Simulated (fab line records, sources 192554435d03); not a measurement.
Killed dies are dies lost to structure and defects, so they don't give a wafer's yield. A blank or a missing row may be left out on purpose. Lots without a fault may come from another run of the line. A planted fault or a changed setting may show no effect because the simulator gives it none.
fab line records | flow n5_finfet
record lots=3 wafers=9 last_day=19
route steps=1938 shown BEOL_M4@1105 BEOL_M5@1112 PASSIVATION@1936
lots that met no fault: from a run of the same line without faults
start_h: hours from the record's first day to the start of the lot's first wafer shown | wait_h: hours since the lot's step before | " the same as in the row above | L1.1+2: a row that stands for several wafers | - no value, or no start given | * or withheld: withheld | < > ~ a bound
route shown NAME@n: a module of which the file shows steps, and the number in the route of the first | usual: mean/standard deviation of fault-free wafers | same: alike in all rows | chamber/n: place in a boat | sites: the reading at each site | _std_site: their standard deviation | _edge_site: outer sites' mean less inner sites' | radius_mm: how far each site lies from the wafer's centre | mask NAME#n: copy n | behind: the tool/chamber that last shaped the wafer | hold: why the lot was held/for how many hours/how that ended | device: the transistor (n, p or np) that didn't switch | end of line: the same wafers' tests at the end of the route | a step without rows: its recipe alone | killed: dies lost to structure and defects at the first sort, not the wafer's yield | map: a wafer's dies, x killed, . not, _ none there
set.NAME: the setting as run; set.NAME@STEP: as run at that earlier step | model.NAME: the simulator's own value behind a step, which no gauge read
lots at some steps of the route; a table a step, a row a wafer
## steps
# step N5_BEOL_M4_PRE_CLEAN_60
# recipe gas=NH3/H2 time_s=15 temp_c=* rf_power_w=300
# step N5_BEOL_M4_CO_CAP_55
# recipe material=Co target_thk_a=20 temp_c=200 precursor=CCTBA/H2 pressure_torr=30 time_s=102.1
# step N5_BEOL_M4_PRE_CLEAN_56
# recipe gas=NH3 time_s=15 temp_c=withheld rf_power_w=300
# step N5_BEOL_M4_DEP_57
# recipe material=SiCN target_thk_a=80 temp_c=withheld precursor=3MS/NH3 pressure_torr=3 rf_w=202 time_s=14
# step N5_BEOL_M5_ILD_DEP_00
# recipe material=SiCOH_lowk target_thk_a=1406.4 temp_c=300 precursor=DEMS/porogen pressure_torr=5 rf_w=500 time_s=25.9
# step N5_BEOL_M5_CURE_79
# recipe temp_c=385 time_s=240 ambient=He/Ar material=SiCOH_lowk
# step N5_BEOL_M5_PECVD_70
# recipe material=SiO2 target_thk_a=160 temp_c=400 precursor=TEOS/O2 pressure_torr=5.5 rf_w=450 teos_flow_sccm=53.8 gas=O2 flow_sccm=3000 time_s=18
# step N5_BEOL_M5_HM_DEP_02
# recipe material=TiN target_thk_a=200 temp_c=25 chamber_pressure_pa=0.49996
# usual throttle_valve_pct=30.4/0.88
# columns lot.wafer tool chamber start_h wait_h throttle_valve_pct
L552.1 pvd_sputter-02 - 242.32 2.3 30.7
L552.2 " - " " 29.8
L552.4 " - " " 29.8
L558.1 pvd_sputter-02 - 282.82 1.6 31.7
L558.5 " - " " 29.9
L558.6 " - " " 31.7
L566.1 pvd_sputter-03 - 322.11 0.8 31.9
L566.4 " - " " 30.2
L566.5 " - " " 31.7
# step N5_BEOL_M5_COAT_59
# recipe resist=SOC temp_c=250 time_s=60 spin_rpm=1500 resist_thk_nm=60
# step N5_BEOL_M5_COAT_60
# recipe resist=SiARC temp_c=220 time_s=60 spin_rpm=1500 resist_thk_nm=12
# step N5_BEOL_M5_COAT_71
# recipe resist=underlayer temp_c=205 time_s=60 spin_rpm=1500 resist_thk_nm=5
# step N5_BEOL_M5_COAT_05
# recipe resist=CAR-EUV spin_rpm=1500 resist_thk_nm=30
# step N5_BEOL_M5_EBR_07
# recipe solvent=PGMEA ebr_width_mm=1.5
# step N5_BEOL_M5_SOFTBAKE_06
# recipe temp_c=110 time_s=60 resist=CAR-EUV
# step N5_BEOL_M5_EXPOSE_08
# recipe mask_id=M5 na=0.33 source_shape=annular sigma_inner=0.4 sigma_outer=0.8 polarization=unpolarized target_cd_nm=28 dose_mj=35.75
# step N5_BEOL_M5_PEB_09
# recipe peb_temp_c=100 peb_time_s=60 resist=CAR-EUV
# step N5_BEOL_M5_DEVELOP_10
# recipe develop_time_s=30 developer=TMAH resist=CAR-EUV rinse_liquid=surfactant_rinse dry=air_spin dev_temp_c=23
# step N5_BEOL_M5_DESCUM_16
# recipe chemistry=O2 time_s=7 source_power_w=50 bias_power_w=20 pressure_mtorr=20 rf_frequency_hz=2.712e+07 temp_c=40 resist=CAR-EUV o2_flow_sccm=225
# step N5_BEOL_M5_ETCH_72
# recipe chemistry=N2/H2 target=underlayer target_depth_a=65 mask_material=CAR-EUV time_s=5.2 ion_energy_ev=200 pressure_mtorr=30 source_w=840 bias_w=150 n2_flow_sccm=200 h2_flow_sccm=200 ends=cleared
# step N5_BEOL_M5_ETCH_61
# recipe chemistry=CF4 target=SiARC target_depth_a=156 mask_material=CAR-EUV time_s=26 ion_energy_ev=80 pressure_mtorr=40 source_w=545 bias_w=36 Ar_flow_sccm=100 cf4_flow_sccm=100 ends=cleared
# step N5_BEOL_M5_ETCH_62
# recipe chemistry=N2/H2 target=SOC target_depth_a=750 overetch_a=150 mask_material=SiARC temp_c=40 time_s=112.5 ion_energy_ev=200 pressure_mtorr=30 source_w=840 bias_w=150 n2_flow_sccm=200 h2_flow_sccm=200
# step N5_BEOL_M5_STRIP_63
# recipe chemistry=N2/H2 temp_c=40 n2_flow_sccm=200 h2_flow_sccm=200 rf_frequency_hz=6e+07
# step N5_BEOL_M5_STRIP_73
# recipe chemistry=N2/H2 temp_c=40 n2_flow_sccm=200 h2_flow_sccm=200 rf_frequency_hz=6e+07
# step N5_BEOL_M5_STRIP_64
# recipe chemistry=CF4 resist=SiARC power_w=300 bias_power_w=75 pressure_mtorr=50 cf4_flow_sccm=150 rf_frequency_hz=6e+07
# step N5_BEOL_M5_HM_OPEN_17
# recipe chemistry=Cl2/BCl3 target_depth_a=200 overetch_a=60 target=TiN mask_material=SOC ion_energy_ev=150 pressure_mtorr=10 icp_w=1000 bias_w=126 Cl2_flow_sccm=53.25 bcl3_flow_sccm=21.75 Ar_flow_sccm=25
# step N5_BEOL_M5_STRIP_19
# recipe chemistry=O2 power_w=400 temp_c=40 pressure_mtorr=30 rf_frequency_hz=6e+07 bias_power_w=0 overash_fraction=0.2 o2_flow_sccm=225
# step N5_BEOL_M5_COAT_65
# recipe resist=SOC temp_c=250 time_s=60 spin_rpm=1500 resist_thk_nm=60
# step N5_BEOL_M5_COAT_66
# recipe resist=SiARC temp_c=220 time_s=60 spin_rpm=1500 resist_thk_nm=12
# step N5_BEOL_M5_COAT_74
# recipe resist=underlayer temp_c=205 time_s=60 spin_rpm=1500 resist_thk_nm=5
# step N5_BEOL_M5_COAT_22
# recipe resist=CAR-EUV spin_rpm=1500 resist_thk_nm=30
# step N5_BEOL_M5_EBR_24
# recipe solvent=PGMEA ebr_width_mm=1.5
# step N5_BEOL_M5_SOFTBAKE_23
# recipe temp_c=110 time_s=60 resist=CAR-EUV
# step N5_BEOL_M5_EXPOSE_25
# recipe mask_id=V4 na=0.33 source_shape=quasar sigma_inner=0.2 sigma_outer=0.6 polarization=unpolarized defocus_nm=10 dose_mj=52.75
# step N5_PASSIVATION_PROBE_49
# usual defect_limited_yield=91.6/1.4 killed_at_M0_to_M3=35/10 killed_at_M4_up=13/4.8 killed_at_contacts=12/7.2 killed_at_front_end=36/12 killed_at_other=4/3.1 killed_dies=100/17 killed_open=66/13 killed_short=32/7.3 sort_bin_5_function=5.0/0.94 sort_bin_6_memory=3.1/0.67 sort_n_pass=1080/17 sort_yield_pct=91.6/1.4
# same gross_dies=1180 killed_at_back_side=0 sort_bin_4_leakage[%]=0 sort_bin_8_speed[%]=0
# columns lot.wafer tool chamber start_h wait_h defect_limited_yield[%] killed_at_M0_to_M3 killed_at_M4_up killed_at_contacts killed_at_front_end killed_at_other killed_dies killed_open killed_short sort_bin_5_function[%] sort_bin_6_memory[%] sort_n_pass sort_yield_pct[%]
L558.1 prober-02 - 407.17 0.0 84.2 37 115 5 28 2 187 69 19 10.8 3.6 993 84.2
L558.5 prober-02 - 407.37 0.2 82.5 44 113 11 37 2 207 73 34 11.4 4.4 973 82.5
L558.6 prober-02 - 407.42 0.3 85.5 29 121 5 16 0 171 51 20 10.8 2.5 1009 85.5
# killed by level:class
L558.1 BEOL_M5:unspecified=98 BEOL_M4:geometric_particle:open=12 BEOL_M0_SAQP:geometric_particle:open=9 BEOL_M3:geometric_particle:open=8 BEOL_M1:geometric_particle:open=7 BEOL_M0_SAQP:geometric_particle:short=6 STI_FIN_REVEAL:geometric_particle:open=5 DUMMY_GATE:geometric_particle:open=5
L558.5 BEOL_M5:unspecified=99 BEOL_M0_SAQP:geometric_particle:short=13 BEOL_M2:geometric_particle:open=12 BEOL_M0_SAQP:geometric_particle:open=10 FIN_SAQP:geometric_particle:open=9 STI_FIN_REVEAL:geometric_particle:open=7 MOL_CONTACT_COAG:geometric_particle:open=7 BEOL_M4:geometric_particle:open=6
L558.6 BEOL_M5:unspecified=99 BEOL_M4:geometric_particle:open=10 BEOL_M0_SAQP:geometric_particle:open=9 BEOL_M0_SAQP:geometric_particle:short=8 BEOL_M2:geometric_particle:open=6 MOL_CONTACT_COAG:geometric_particle:open=5 BEOL_M6:geometric_particle:open=4 GATE_CUT:geometric_particle:open=3
# map L558.5 (x killed, . not)
_________________.x..........________________
______________.................x_____________
___________..............x..x......__________
__________.......x.................._________
________........x.....x............x.x_______
_______.xxx..x.........................______
______...x....xxx.x................x...._____
_____.x...xx.xxx.x.xx.....x.........x....____
____......x.xxxxxxx.xx....................___
___.......xxxxxxxxx.x.x...x..x......xxx...x__
___.....xxxxxxxxxxxxxxx......x..........x..__
__.......xxxxxxxxxxxx..x........x..........x_
__.....xx.xxxxxxxxxxxx......................_
_.x.....xxxxxxxxxxxxx........................
_......x...xxxxxxxx.x...x...x..xx.......x.x.x
_.........x.xx.xx..x.x.................x.....
_............x..xx..........x...x.x.......x..
_.........x..xx.....x.x..............x...x.x.
_.....xx....x.........x........x........x....
_.x...x...x.........x...x......xx....x.....x.
_...................x..........x..........xx.
__.......x....................x.x..........._
__.......x.x......x...x.........x..........._
___..............x.....x...............x...__
___.................x.........x.x......x...__
____.......x...........x...x..............___
_____.x......x..................x........____
______...............x.................._____
_______................................______
________..............x..............._______
__________...x......................_________
___________x..x..........x........x__________
______________x........x....x..._____________
_________________............________________
# map L552.4 (x killed, . not)
_________________............________________
______________....x.x..........._____________
___________......x........x...x.x..__________
__________x................x.....x.._________
________......x............x.....x...._______
_______.......x................x.......______
______.x.....x.........x.x..x..........._____
_____.............xx.....................____
____........................x......x......___
___........................................__
___.................x.........x......x.....__
__....x...........x.x.........x............._
__........x....x............................_
_...........x....x.x....x.........x........x.
_....x.................x.................x.x.
_.x................x.x.................x.....
_.............x............x........x.......x
_......x......x..................x....xx.....
_......x.x.....x.....x.......................
_.....................x.....x...........x..x.
_...x.................................x......
__...x.......x............x.x..............._
__..........xx....x...........x..x.........._
___..........x.........................x...__
___........x....x...............x........x.__
____.........x....x...x..x................___
_____...x......x..x...........x....x.....____
______......x......xxx...x..x..........._____
_______.....x....xxx...........xx......______
________.............x..............x._______
__________x..................x...x.._________
___________..........x...x.......x.__________
______________...............x.._____________
_________________............________________
## key
first_sign step=N5_PASSIVATION_PROBE_49 reading=killed_at_M4_up direction=up sigmas=22 usual=13 struck=116
effect step=N5_PASSIVATION_PROBE_49 reading=defect_limited_yield direction=down sigmas=5.3 usual=91.6 struck=84.0
more_kills_born_at N5_BEOL_M5_HM_DEP_02@pvd_sputter-02=296
met_at N5_BEOL_M5_HM_DEP_02
struck_wafers L558.1,L558.5,L558.6
onset_between 242.32 282.82
fault kind=chamber_particle_source tool=pvd_sputter-02 chamber=- onset_h=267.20 steps=N5_BEOL_M5_HM_DEP_02 rate_per_visit_cm2=0.48625 end_h=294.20
